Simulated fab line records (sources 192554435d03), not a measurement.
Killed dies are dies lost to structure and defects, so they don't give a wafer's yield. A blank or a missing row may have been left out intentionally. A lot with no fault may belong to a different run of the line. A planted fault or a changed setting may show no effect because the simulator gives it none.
Lot-split experiment | flow n5_finfet | 21 wafers read across 7 lots, on a route 1938 steps long

== SPLIT DETAILS ==
At N5_SD_EPI_N_EXPOSE_06 (exposes mask SD N BLK, target cd 120 nm), the setting dose_mj was moved away from the recipe's 39.75 on 10 of the 21 wafers read, by -7.1% to +2.7%. For the rest of the wafers, this setting stayed at what the recipe calls for.

== FROM THE SPLIT TO THE READING: what the file shows between them, 2 steps ==
- N5_SD_EPI_N_PEB_07: peb time 60 s
- N5_SD_EPI_N_DEVELOP_08: develop time 30 s

== THE READING ==
cd_nm, in nm, at N5_SD_EPI_N_CD_MEAS_09 (target cd 120 nm). A value of 120.2 nm with a standard deviation of 0.79 nm is what fault-free wafers of this fab line usually give.

wafer  | tool, chamber at the split | dose_mj as run | against the recipe | cd_nm, nm | against lot-mates on the recipe
L078.1 | arfi_scanner-01, 0         | 40.73          | +2.5%              | 121.7     | +0.8
L078.2 | arfi_scanner-01, 0         | 40.73          | +2.5%              | 121.3     | +0.4
L078.6 | arfi_scanner-01, 0         | 39.75          | recipe             | 120.9     | -
L080.1 | arfi_scanner-03, 0         | 39.75          | recipe             | 121.5     | -
L080.2 | arfi_scanner-03, 0         | 39.75          | recipe             | 120.9     | -
L080.6 | arfi_scanner-03, 0         | 36.93          | -7.1%              | 116.7     | -4.5
L092.1 | arfi_scanner-02, 0         | 37.53          | -5.6%              | 115.9     | no lot-mate on the recipe
L092.3 | arfi_scanner-02, 0         | 37.53          | -5.6%              | 115.1     | no lot-mate on the recipe
L092.4 | arfi_scanner-02, 0         | 37.53          | -5.6%              | 115.9     | no lot-mate on the recipe
L093.2 | arfi_scanner-02, 0         | 40.81          | +2.7%              | 121.9     | +1.5
L093.5 | arfi_scanner-02, 0         | 40.81          | +2.7%              | 121.8     | +1.4
L093.6 | arfi_scanner-02, 0         | 39.75          | recipe             | 120.4     | -
L094.3 | arfi_scanner-01, 0         | 38.2           | -3.9%              | 116.9     | -3.7
L094.4 | arfi_scanner-01, 0         | 39.75          | recipe             | 120.9     | -
L094.5 | arfi_scanner-01, 0         | 39.75          | recipe             | 120.2     | -
L096.1 | arfi_scanner-02, 0         | 39.75          | recipe             | 120.2     | -
L096.5 | arfi_scanner-02, 0         | 39.75          | recipe             | 119.8     | -
L096.6 | arfi_scanner-02, 0         | 39.75          | recipe             | 121.1     | -
L097.2 | arfi_scanner-01, 0         | 39.75          | recipe             | 120.0     | -
L097.4 | arfi_scanner-01, 0         | 39.75          | recipe             | 119.0     | -
L097.5 | arfi_scanner-01, 0         | 38.43          | -3.3%              | 118.2     | -1.3

THE FIT
A straight line over all 21 wafers: cd_nm changes by +0.695 nm for each +1% of dose_mj; r = +0.94; the points scatter about the line by 0.74 nm.
The same after taking each lot's own level away (the mean of its wafers on the recipe; 18 wafers): +0.588 nm for each +1%; r = +0.93; scatter 0.57 nm.
Per that fit: largest dose_mj move, reading shift of 4.2 nm.
Measured against the standard deviation above, the lots' own levels, which go from 119.50 to 121.20 nm, span 2.2 times it.
In other words, the slope is changed by the lot-to-lot level; the two fits disagree.
Check: with one of the wafers moved furthest among these (-7.1%) left out of the fit, the line predicts -4.16 nm for it against its lot-mates. It came out at -4.5 nm against them.

== ADDITIONAL SPLITS CARRIED BY THESE WAFERS ==
These wafers also went through other splits before the reading. Each is held against what the fit with the lots' levels taken away leaves over:
other split on the same wafers        | wafers away from the commonest value | r with cd_nm (lot level and that fit taken away)
N5_WELL_APT_PEB_06 peb_time_s         | 4                                    | -0.07
N5_WELL_APT_DEVELOP_07 develop_time_s | 4                                    | +0.52
N5_WELL_APT_PEB_23 peb_temp_c         | 7                                    | +0.18
N5_WELL_APT_DEVELOP_24 develop_time_s | 8                                    | +0.03
N5_FIN_SAQP_SPACER1_ALD_24 ald_cycles | 3                                    | +0.29
N5_FIN_CUT_CUT_ETCH_26 source_w       | 6                                    | -0.35

== THE WHOLE CHAIN: every reading that the file lists as answering this split, in the file's order ==
step                   | what it does                                     | reading                                                         | change (the file's fit)               | r (the file's)
N5_SD_EPI_N_CD_MEAS_09 | target cd 120 nm                                 | cd_nm                                                           | +0.623 nm for each +1% of the setting | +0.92
N5_SD_EPI_N_DESCUM_14  | chemistry O2, time 7.9 s                         | SD_EPI_N.cd_nm (the simulator's own value, which no gauge read) | +0.618 nm for each +1% of the setting | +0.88
N5_SD_EPI_N_ETCH_35    | etches SOC in N2/H2, overetch 108 nm, time 486 s | SD_EPI_N.cd_nm (the simulator's own value, which no gauge read) | +0.717 nm for each +1% of the setting | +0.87
N5_SD_EPI_N_ETCH_45    | etches SiOCN in CH3F/O2, target depth 6 nm       | SD_EPI_N.cd_nm (the simulator's own value, which no gauge read) | +0.737 nm for each +1% of the setting | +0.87

== FILE'S OWN FIT ==
cd_nm changes by +0.623 nm for each +1% of dose_mj, r = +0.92.
